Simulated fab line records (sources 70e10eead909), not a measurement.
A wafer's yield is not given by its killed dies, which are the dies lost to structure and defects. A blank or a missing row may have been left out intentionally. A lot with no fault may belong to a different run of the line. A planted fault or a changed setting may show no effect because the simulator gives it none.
A lot that was struck, set against a sound lot / flow nand_harc / 39 out of 1302 route steps
Sound: these wafers, L518.2, L518.5, L518.6. Struck: wafer L525.6 (L525.2, L525.5, from the same lot, were not struck and are left out); the cause is given at the end.
Order at every step that has rows: each side's tool, ch and its chambers, its first start. Under that, the readings that differ: sound wafers / struck wafers / difference of the means / sigmas: that difference in standard deviations of wafers without a fault.
alike: readings whose means differ by less than 2 such deviations, and words and numbers that are the same on both sides. not compared: withheld readings, readings that some wafer has no value for, bounds like >300 that may hide the same value, and numbers for which the record gives no deviation and whose values overlap.
A row with sigmas, a row that says differs or no value, or rows on one side alone: a step with any of these is where the two part. Numbers that have no deviation but don't overlap get no sigmas and don't part them. Lack of a reading on every wafer of one side parts them only where that side has two or more wafers.

first, 9 steps without rows for these wafers: NHARC_A_CHANNEL_HOLE_D1_DEP_00 (deposits aC, target thk 3100 nm); NHARC_A_CHANNEL_HOLE_D1_DEP_01 (deposits SiON, target thk 140 nm); NHARC_A_CHANNEL_HOLE_D1_DEHYDRATE_02 (time 120 s); NHARC_A_CHANNEL_HOLE_D1_HMDS_03 (time 30 s); NHARC_A_CHANNEL_HOLE_D1_COAT_36 (time 75 s); NHARC_A_CHANNEL_HOLE_D1_COAT_37 (time 65 s); NHARC_A_CHANNEL_HOLE_D1_COAT_04 (resist thk 90 nm); NHARC_A_CHANNEL_HOLE_D1_SOFTBAKE_05 (time 55 s); NHARC_A_CHANNEL_HOLE_D1_EBR_06.
NHARC_A_CHANNEL_HOLE_D1_EXPOSE_07: exposes mask HOLE D1, target cd 100 nm.
  sound on arfi_scanner-01 ch 0, day 14 17:52; struck on arfi_scanner-01 ch 0, day 17 08:17
  alike: mask
then, 2 steps without rows for these wafers: NHARC_A_CHANNEL_HOLE_D1_PEB_08 (peb time 65 s); NHARC_A_CHANNEL_HOLE_D1_DEVELOP_09 (develop time 35 s).
NHARC_A_CHANNEL_HOLE_D1_CD_MEAS_10: target cd 100 nm.
  sound on cd_sem-03 ch 0, day 14 18:01; struck on cd_sem-02 ch 0, day 17 08:25
reading=cd_nm (nm); sound=99.7 100.4 100.4; struck=109.7; difference=+9.5; sigmas=+18
NHARC_A_CHANNEL_HOLE_D1_DESCUM_15: chemistry O2, time 3 s.
  sound on rie_diel-07 ch 0,2,3, day 14 18:13; struck on rie_diel-07 ch 1, day 17 08:37
reading=rf_vpp_V (V); sound=58.7 60.1 57.4; struck=56.1; difference=-2.6; sigmas=-3
reading=model.A_CHANNEL_HOLE_D1.cd_nm (nm); sound=99.48 100.3 100.2; struck=110; difference=+10; sigmas=
  alike: drypump_motor_current_A, oes_product_au, showerhead_plenum_p_Torr, throttle_valve_pct
  not compared: rf_hours_counter_h
then, 4 steps without rows for these wafers: NHARC_A_CHANNEL_HOLE_D1_ETCH_38 (etches the open film in CF4, target depth 39 nm, time 65 s); NHARC_A_CHANNEL_HOLE_D1_ETCH_39 (etches the open film in N2/H2, target depth 260 nm, time 325 s); NHARC_A_CHANNEL_HOLE_D1_ETCH_34 (etches the open film in CF4/CHF3, target depth 154 nm, time 77 s); NHARC_A_CHANNEL_HOLE_D1_ETCH_16 (etches the open film in O2/COS, target depth 3100 nm, time 806 s).
NHARC_A_CHANNEL_HOLE_D1_CD_MEAS_18:
  sound: cd_sem-01 at day 14 19:19; struck: cd_sem-03 at day 17 09:43
reading=cd_nm (nm); sound=100.6 100.8 102.4; struck=112.9; difference=+11.6; sigmas=+4
then, 12 steps without rows for these wafers: NHARC_A_CHANNEL_HOLE_D1_ETCH_19 (etches the open film in C4F8/O2/Ar, time 34.5 s); NHARC_A_CHANNEL_HOLE_D1_ETCH_20 (etches the open film in C4F8/O2/Ar, time 361.9 s, target depth 1600 nm); NHARC_A_CHANNEL_HOLE_D1_ETCH_21 (etches the open film in C4F8/O2/Ar, time 514.3 s, target depth 1600 nm); NHARC_A_CHANNEL_HOLE_D1_ETCH_22 (etches the open film in C4F8/O2/Ar, time 666.7 s, target depth 1600 nm); NHARC_A_CHANNEL_HOLE_D1_ETCH_23 (etches the open film in C4F8/O2/Ar, time 819 s, target depth 1600 nm); NHARC_A_CHANNEL_HOLE_D1_ETCH_24 (etches the open film in C4F8/O2/Ar, time 906.2 s, target depth 1500 nm); NHARC_A_CHANNEL_HOLE_D1_ETCH_25 (etches the open film in C4F8/O2/Ar, time 1040.2 s, target depth 1500 nm); NHARC_A_CHANNEL_HOLE_D1_ETCH_26 (etches the open film in C4F8/O2/Ar, time 224.1 s, target depth 300 nm); NHARC_A_CHANNEL_HOLE_D1_ETCH_33 (etches the open film in C4F8/O2/Ar, time 90 s, target depth 400 nm); NHARC_A_CHANNEL_HOLE_D1_STRIP_41 (strips in N2/H2); NHARC_A_CHANNEL_HOLE_D1_STRIP_42 (strips in CF4/CHF3); NHARC_A_CHANNEL_HOLE_D1_STRIP_43 (strips in O2/COS).
NHARC_A_CHANNEL_HOLE_D1_ETCH_44: etches the open film in CF4/O2, target depth 140 nm, overetch 14 nm, time 77 s.
  sound on rie_diel-09 ch 0,2,3, day 15 00:13; struck on rie_diel-07 ch 0, day 17 20:13
reading=oes_product_au (a.u.); sound=1.020 0.995 0.991; struck=1.032; difference=+0.030; sigmas=+2
reading=model.A_CHANNEL_HOLE_D1.cd_nm (nm); sound=87.98 90.28 87.85; struck=100.2; difference=+11.5; sigmas=
  alike: drypump_motor_current_A, oes_o_777_au, rf_vpp_V, showerhead_plenum_p_Torr, throttle_valve_pct
  not compared: rf_hours_counter_h
then, 3 steps without rows for these wafers: NHARC_A_CHANNEL_HOLE_D1_STRIP_27 (strips in O2); NHARC_A_CHANNEL_HOLE_D1_PRECLEAN_28 (cleans in SC1); NHARC_A_CHANNEL_HOLE_D1_SRD_29.
NHARC_A_CHANNEL_HOLE_D1_CD_MEAS_30:
  sound: cd_sem-03 at day 15 01:07; struck: cd_sem-01 at day 17 21:00
reading=cd_nm (nm); sound=87.4 91.3 86.8; struck=101.0; difference=+12.5; sigmas=+7
NHARC_A_CHANNEL_HOLE_D1_XSEM_31:
  sound on xsem-02 ch 0, day 15 01:13; struck on xsem-01 ch 0, day 17 21:05
reading=bot_cd_nm (nm); sound=71.4 74.6 71.6; struck=85.0; difference=+12.5; sigmas=+7
  alike: bow_nm, tilt_deg
-- the record jumps here: 15 days lie between the struck wafers' starts before and after (it left off in module A_CHANNEL_HOLE_D1 and takes up again in module END, whose first step shown is number 1301 of the route) --
NHARC_END_WLT_00:
  sound: prober-01 at day 30 14:22; struck: prober-01 at day 33 05:10
reading=VT_DECK1_BOTTOM; sound=0.862 0.872 0.863; struck=0.906; difference=+0.040; sigmas=+6
reading=VT_DECK1_BOTTOM_INNER; sound=0.857 0.868 0.860; struck=0.906; difference=+0.044; sigmas=+6
reading=VT_DECK1_MEDIAN_NEAR_BOTTOM; sound=0.864 0.871 0.862; struck=0.909; difference=+0.043; sigmas=+6
reading=VT_DECK1_MEDIAN_NEAR_BOTTOM_INNER; sound=0.870 0.871 0.857; struck=0.911; difference=+0.045; sigmas=+6
reading=VT_DECK1_MIDDLE; sound=0.878 0.889 0.882; struck=0.919; difference=+0.036; sigmas=+6
reading=VT_DECK1_MIDDLE_INNER; sound=0.879 0.889 0.880; struck=0.910; difference=+0.027; sigmas=+4
reading=VT_DECK1_TOP; sound=0.887 0.896 0.898; struck=0.922; difference=+0.028; sigmas=+4
reading=VT_DECK1_TOP_INNER; sound=0.888 0.900 0.895; struck=0.925; difference=+0.031; sigmas=+5
  alike: VT_DECK2_BOTTOM, VT_DECK2_BOTTOM_INNER, VT_DECK2_MEDIAN_NEAR_BOTTOM, VT_DECK2_MEDIAN_NEAR_BOTTOM_INNER, VT_DECK2_MIDDLE, VT_DECK2_MIDDLE_INNER, VT_DECK2_TOP, VT_DECK2_TOP_INNER
NHARC_END_SORT_01:
  sound on prober-01 ch 0, day 30 17:40; struck on prober-01 ch 0, day 33 10:10
  alike: killed_at_array, killed_at_other, killed_at_periphery, killed_dies, killed_open, killed_short

WHERE THEY PART
First at NHARC_A_CHANNEL_HOLE_D1_CD_MEAS_10; last, within this record, at NHARC_END_WLT_00. Later steps at which nothing parts them and some readings are alike: NHARC_END_SORT_01.

WHY: whatever the simulator had introduced
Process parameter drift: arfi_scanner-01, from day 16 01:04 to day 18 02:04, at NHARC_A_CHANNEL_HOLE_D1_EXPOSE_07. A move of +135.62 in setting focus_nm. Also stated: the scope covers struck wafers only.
